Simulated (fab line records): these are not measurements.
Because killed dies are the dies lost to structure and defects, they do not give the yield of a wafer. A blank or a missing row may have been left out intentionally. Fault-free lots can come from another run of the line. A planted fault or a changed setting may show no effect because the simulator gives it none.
Matching of chambers | flow nandHarc | NHARC_A_M1_DEP_33 on pecvd-02 has 3 sister chambers
The step deposits SiCN, target thk 30 nm. 3 wafers are shown with their chamber, then 12 later ones without.

WAFERS PAIRED WITH THEIR CHAMBERS
wafer  | chamber | heaterPowerW (W)
L088.1 | 0       | 574
L088.3 | 2       | 608
L088.4 | 1       | 588

WAFERS WITHOUT THEIR CHAMBER
wafer  | heaterPowerW (W)
L089.1 | 590
L089.3 | 552
L089.4 | 642
L091.3 | 633
L091.5 | 634
L091.6 | 636
L090.1 | 590
L090.3 | 653
L090.4 | 592
L094.1 | 556
L094.2 | 573
L094.5 | 648

THE CHAMBER EACH PASSED THROUGH
wafer  | from the rows above          | in truth
L089.1 | can't be placed: 1 or 0 or 2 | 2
L089.3 | can't be placed: 0 or 1 or 2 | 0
L089.4 | can't be placed: 2 or 1 or 0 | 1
L091.3 | can't be placed: 2 or 1 or 0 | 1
L091.5 | can't be placed: 2 or 1 or 0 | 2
L091.6 | can't be placed: 2 or 1 or 0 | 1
L090.1 | can't be placed: 1 or 0 or 2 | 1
L090.3 | can't be placed: 2 or 1 or 0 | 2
L090.4 | can't be placed: 1 or 2 or 0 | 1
L094.1 | can't be placed: 0 or 1 or 2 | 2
L094.2 | can't be placed: 0 or 1 or 2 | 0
L094.5 | can't be placed: 2 or 1 or 0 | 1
0 of 12 placed correctly. Not placeable from these rows: 12 (in 12, the candidates include the true chamber). Wrongly placed: 0.
How it was worked out, from the rows above alone: a wafer's distance from a chamber is the root of the sum, over the readings, of the square of ((its reading less the chamber's mean) divided by the reading's scatter). The wafer belongs to the nearest chamber; if the next one is less than 2 further off, it can't be placed. The mean given for a chamber averages the wafers shown for that chamber. The scatter (one wafer shown for each chamber): square how far every hidden wafer sits from the nearest shown wafer, average those squares and take the square root.
